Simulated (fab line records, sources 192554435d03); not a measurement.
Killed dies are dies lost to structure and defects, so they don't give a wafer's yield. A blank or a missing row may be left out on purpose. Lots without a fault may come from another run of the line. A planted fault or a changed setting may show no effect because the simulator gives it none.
Split-lot experiment | flow n5_finfet | 7 lots, 21 wafers read, on a route of 1938 steps

THE SPLIT
At N5_BEOL_M2_TRENCH_ETCH_37 (etches SiOC in C4F6/O2, target depth 55.555 nm, time 29.2 s), the setting bias_w was moved away from the recipe's 185 W on 7 of the 21 wafers read, by -16.6% to -6.9%. The other wafers ran this setting at the recipe's value.

The reading is taken at the split's own step.

THE READING
rf_vpp_V, in V, at N5_BEOL_M2_TRENCH_ETCH_37 (etches SiOC in C4F6/O2, target depth 55.555 nm, time 29.2 s). Fault-free wafers of this fab line usually give 665 V, standard deviation 6 V.

wafer  | tool, chamber at the split | bias_w as run, W | against the recipe | rf_vpp_V, V | against lot-mates on the recipe
L074.2 | rie_diel-05, 2             | 185              | recipe             | 663         | -
L074.4 | rie_diel-05, 1             | 185              | recipe             | 669         | -
L074.6 | rie_diel-05, 1             | 185              | recipe             | 670         | -
L078.3 | rie_diel-02, 0             | 185              | recipe             | 659         | -
L078.5 | rie_diel-02, 0             | 185              | recipe             | 661         | -
L078.6 | rie_diel-02, 3             | 185              | recipe             | 662         | -
L077.3 | rie_diel-06, 0             | 172.3            | -6.9%              | 635         | -31
L077.4 | rie_diel-06, 2             | 185              | recipe             | 662         | -
L077.6 | rie_diel-06, 1             | 185              | recipe             | 670         | -
L079.2 | rie_diel-02, 3             | 185              | recipe             | 659         | -
L079.5 | rie_diel-02, 1             | 185              | recipe             | 660         | -
L079.6 | rie_diel-02, 0             | 171.3            | -7.4%              | 619         | -40
L082.2 | rie_diel-05, 0             | 158.2            | -14.5%             | 585         | -77
L082.4 | rie_diel-05, 3             | 158.2            | -14.5%             | 578         | -84
L082.6 | rie_diel-05, 2             | 185              | recipe             | 662         | -
L094.3 | rie_diel-05, 2             | 185              | recipe             | 663         | -
L094.4 | rie_diel-05, 2             | 185              | recipe             | 664         | -
L094.6 | rie_diel-05, 0             | 185              | recipe             | 662         | -
L096.1 | rie_diel-05, 2             | 154.3            | -16.6%             | 574         | no lot-mate on the recipe
L096.2 | rie_diel-05, 1             | 154.3            | -16.6%             | 578         | no lot-mate on the recipe
L096.6 | rie_diel-05, 1             | 154.3            | -16.6%             | 579         | no lot-mate on the recipe

THE FIT
A straight line over all 21 wafers: rf_vpp_V changes by +5.34 V for each +1% of bias_w; r = +0.99; the points scatter about the line by 4.4 V.
The same after taking each lot's own level away (the mean of its wafers on the recipe; 18 wafers): +5.47 V for each +1%; r = +0.99; scatter 2.9 V.
On that fit, the largest move of bias_w shifts the reading by 91 V.
The lots' own levels span 659.5 to 667.3 V, that is 1.3 times the standard deviation above.
So the lot-to-lot level changes the slope little: the two slopes agree.
Check: with one of the wafers moved furthest among these (-14.5%) left out of the fit, the line predicts -80.4 V for it against its lot-mates. It came out at -77 V against them.
Tool readings at the split's step, against how far the setting was moved: rf_vpp_V r = +0.99.

THE FILE'S OWN FIT
rf_vpp_V changes by +5.37 V for each +1% of bias_w, r = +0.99.
